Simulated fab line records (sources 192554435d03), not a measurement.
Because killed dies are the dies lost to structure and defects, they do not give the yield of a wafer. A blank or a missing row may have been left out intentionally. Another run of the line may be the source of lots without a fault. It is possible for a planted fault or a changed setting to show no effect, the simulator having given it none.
Which tool is to blame? | flow n5-finfet | Sampling: 10 lots, 30 wafers, 6 of 1938 route steps

== WHAT EACH GAUGE READ, for each wafer ==
N5_BEOL_M1_RS_MEAS_58: measurement is done with a four-point probe.
lot  | measured     | on            | M1_RS (ohm/sq)
L462 | day 6 22:43  | film-metro-01 | 0.67 0.69 0.70
L463 | day 7 07:41  | film-metro-02 | 0.71 0.67 0.67
L464 | day 7 07:52  | film-metro-01 | 0.71 0.67 0.63
L466 | day 7 12:44  | film-metro-01 | 0.68 0.64 0.68
L465 | day 7 12:57  | film-metro-01 | 0.65 0.71 0.60
L467 | day 7 19:25  | film-metro-01 | 0.71 0.66 0.69
L470 | day 8 23:44  | film-metro-02 | 0.63 0.63 0.61
L480 | day 10 19:28 | film-metro-02 | 0.62 0.64 0.65
L483 | day 12 00:20 | film-metro-01 | 0.65 0.61 0.63
L485 | day 12 02:55 | film-metro-02 | 0.63 0.61 0.62

N5_BEOL_M1_INSPECT_59: inspects for defects (darkfield).
lot  | measured     | on                | raw-defect-count
L462 | day 6 22:45  | defect-inspect-02 | 79 76 94
L463 | day 7 07:43  | defect-inspect-02 | 56 49 39
L464 | day 7 07:54  | defect-inspect-02 | 54 90 79
L466 | day 7 12:46  | defect-inspect-01 | 49 41 49
L465 | day 7 12:58  | defect-inspect-01 | 96 120 155
L467 | day 7 19:26  | defect-inspect-01 | 56 84 116
L470 | day 8 23:46  | defect-inspect-02 | 331 88 91
L480 | day 10 19:29 | defect-inspect-02 | 79 59 50
L483 | day 12 00:22 | defect-inspect-01 | 73 85 88
L485 | day 12 02:56 | defect-inspect-02 | 84 83 106

N5_BEOL_M4_RC_MEAS_101.
lot  | measured     | on        | DIBL_N (mV/V)  | DIBL_P (mV/V)  | IOFF_N (nA/um) | IOFF_P (nA/um) | ION_N (uA/um) | ION_P (uA/um) | SS_N (mV/dec)  | SS_P (mV/dec)  | VT_N (mV)   | VT_P (mV)
L462 | day 8 08:25  | prober-01 | 34.7 39.9 35.7 | 34.3 40.0 34.5 | 0.12 0.21 0.12 | 0.16 0.24 0.16 | 657 680 656   | 453 459 450   | 71.0 72.7 70.9 | 72.6 74.3 72.9 | 251 249 252 | -256 -252 -256
L463 | day 8 19:52  | prober-01 | 35.5 37.5 36.2 | 34.9 37.1 35.7 | 0.16 0.19 0.16 | 0.21 0.25 0.21 | 679 686 690   | 461 467 466   | 71.2 71.8 71.1 | 73.1 72.9 73.1 | 246 245 247 | -249 -244 -245
L464 | day 9 03:04  | prober-02 | 37.8 36.4 37.7 | 37.4 36.3 38.7 | 0.19 0.17 0.19 | 0.25 0.23 0.27 | 672 678 684   | 461 465 472   | 71.9 71.3 71.3 | 73.3 73.2 73.7 | 248 248 242 | -249 -247 -244
L466 | day 9 05:13  | prober-01 | 34.9 35.7 32.1 | 33.1 34.4 30.7 | 0.12 0.13 0.10 | 0.15 0.16 0.13 | 653 665 645   | 449 455 447   | 71.0 71.1 70.5 | 72.1 72.6 72.0 | 254 255 255 | -257 -255 -255
L465 | day 9 03:22  | prober-01 | 34.4 33.6 34.9 | 35.3 34.6 35.1 | 0.14 0.13 0.15 | 0.19 0.18 0.19 | 671 657 670   | 453 455 455   | 70.9 71.0 70.8 | 73.0 72.9 73.9 | 250 252 253 | -252 -251 -251
L467 | day 9 11:34  | prober-02 | 40.9 39.9 36.8 | 40.5 40.0 35.5 | 0.23 0.24 0.16 | 0.29 0.31 0.21 | 690 705 678   | 470 486 468   | 72.9 72.0 70.9 | 75.1 74.4 73.7 | 247 241 249 | -247 -244 -250
L470 | day 10 19:06 | prober-02 | 39.0 38.3 37.9 | 39.6 36.4 38.0 | 0.23 0.20 0.19 | 0.31 0.22 0.25 | 690 682 688   | 478 459 473   | 72.3 71.7 71.8 | 73.2 72.7 73.6 | 242 248 246 | -245 -250 -247
L480 | day 14 01:32 | prober-01 | 41.5 37.3 36.6 | 43.1 37.8 36.4 | 0.26 0.15 0.14 | 0.28 0.19 0.17 | 693 673 672   | 473 458 455   | 73.3 71.5 71.4 | 75.2 74.0 73.0 | 244 253 254 | -251 -255 -256
L483 | day 15 02:19 | prober-01 | 36.0 39.1 37.1 | 36.2 39.6 37.7 | 0.15 0.19 0.17 | 0.20 0.25 0.24 | 674 679 675   | 460 459 464   | 71.2 72.2 72.1 | 72.9 74.1 73.0 | 249 246 249 | -252 -249 -252
L485 | day 14 21:04 | prober-01 | 36.3 36.0 35.1 | 35.6 34.3 33.1 | 0.14 0.12 0.12 | 0.21 0.19 0.18 | 661 661 654   | 463 462 457   | 71.8 70.5 70.5 | 72.3 72.2 72.3 | 252 254 254 | -248 -251 -250

== WHICH TOOL RAN EACH LOT (tool, then ch and the chambers of the sampled wafers, then the start) ==
lot  | N5_BEOL_M1_SPUTTER_94        | N5_BEOL_M1_PRE_CLEAN_60          | N5_BEOL_M2_PECVD_72
L462 | pvd-sputter-02, day 6 21:24  | cvd-co-02 ch 0,2, day 6 22:27    | pecvd-03 ch 0,2, day 6 22:53
L463 | pvd-sputter-02, day 7 06:24  | cvd-co-01 ch 0,1, day 7 07:28    | pecvd-03 ch 0,1, day 7 07:51
L464 | pvd-sputter-03, day 7 06:35  | cvd-co-02 ch 0,1, day 7 07:39    | pecvd-03 ch 0,1,2, day 7 08:02
L466 | pvd-sputter-01, day 7 11:28  | cvd-co-02 ch 0,1,2, day 7 12:31  | pecvd-01 ch 0,2, day 7 12:55
L465 | pvd-sputter-02, day 7 11:40  | cvd-co-01 ch 0,2, day 7 12:43    | pecvd-03 ch 1,2, day 7 13:07
L467 | pvd-sputter-02, day 7 18:09  | cvd-co-01 ch 0,2, day 7 19:11    | pecvd-01 ch 1,2, day 7 19:35
L470 | pvd-sputter-01, day 8 22:27  | cvd-co-01 ch 0,2, day 8 23:31    | pecvd-02 ch 0,1,2, day 8 23:54
L480 | pvd-sputter-01, day 10 18:12 | cvd-co-02 ch 0,1,2, day 10 19:15 | pecvd-03 ch 0,1,2, day 10 19:38
L483 | pvd-sputter-02, day 11 22:59 | cvd-co-02 ch 0,1, day 12 00:07   | pecvd-03 ch 1,2, day 12 00:30
L485 | pvd-sputter-01, day 12 01:38 | cvd-co-02 ch 0,2, day 12 02:41   | pecvd-02 ch 1,2, day 12 03:05
- N5_BEOL_M1_SPUTTER_94: material Cu, target thk 4.5 nm, time 8.29 s.
- N5_BEOL_M1_PRE_CLEAN_60: time 15 s.
- N5_BEOL_M2_PECVD_72: deposits SiO2 from TEOS/O2, target thk 16 nm, time 18 s.

== WHAT THE TOOLS THEMSELVES READ (means of the sampled wafers that have a number; where no wafer has one, the mark that the record gives instead) ==
N5_BEOL_M1_SPUTTER_94.
lot  | tool           | throttle-valve-pct (%)
L462 | pvd-sputter-02 | 29.6
L463 | pvd-sputter-02 | 30.4
L464 | pvd-sputter-03 | 29.6
L466 | pvd-sputter-01 | 29.0
L465 | pvd-sputter-02 | 28.5
L467 | pvd-sputter-02 | 29.9
L470 | pvd-sputter-01 | 29.0
L480 | pvd-sputter-01 | 29.0
L483 | pvd-sputter-02 | 29.8
L485 | pvd-sputter-01 | 29.6

N5_BEOL_M1_PRE_CLEAN_60.
lot  | tool      | heater-power-w (W)
L462 | cvd-co-02 | 91
L463 | cvd-co-01 | 98
L464 | cvd-co-02 | 115
L466 | cvd-co-02 | 100
L465 | cvd-co-01 | 63
L467 | cvd-co-01 | 75
L470 | cvd-co-01 | 63
L480 | cvd-co-02 | 101
L483 | cvd-co-02 | 117
L485 | cvd-co-02 | 88

N5_BEOL_M2_PECVD_72.
lot  | tool     | heater-power-w (W) | showerhead-plenum-p-Torr (Torr) | throttle-valve-pct (%)
L462 | pecvd-03 | 785                | 8.81                            | 21.8
L463 | pecvd-03 | 727                | 8.77                            | 22.7
L464 | pecvd-03 | 740                | 8.79                            | 22.5
L466 | pecvd-01 | 791                | 8.77                            | 21.6
L465 | pecvd-03 | 870                | 8.80                            | 23.2
L467 | pecvd-01 | 785                | 8.80                            | 22.8
L470 | pecvd-02 | 637                | 8.74                            | 22.5
L480 | pecvd-03 | 752                | 8.80                            | 22.8
L483 | pecvd-03 | 774                | 8.81                            | 22.5
L485 | pecvd-02 | 784                | 8.72                            | 21.6

== THE ANSWER, worked out from the rows above alone ==
Rule: what is usual is taken from the lots themselves. Put in order of their means at a reading, lots are off if they are a third of the lots or fewer, leave a main group of 4 or more, and stand apart from it by a gap of 3 or more times the standard deviation of the main group's means; of several such gaps the widest counts. Not used: any main group whose means are identical at the precision the tables above print for the reading. A lot without any number at a reading at which 4 lots or more have one is off too. All remaining lots with rows at the step are treated as sound. The gauges are gone through in route order, then the tools' own readings, and for those a lot's mean is taken as printed above. The first step at which some lot is off is used, and at that step the reading that is off furthest; a lot without a number counts as furthest.
No lot is off on any of the readings shown, so nothing can be concluded from this.

== WHAT HAD BEEN PUT IN BY THE SIMULATOR ==
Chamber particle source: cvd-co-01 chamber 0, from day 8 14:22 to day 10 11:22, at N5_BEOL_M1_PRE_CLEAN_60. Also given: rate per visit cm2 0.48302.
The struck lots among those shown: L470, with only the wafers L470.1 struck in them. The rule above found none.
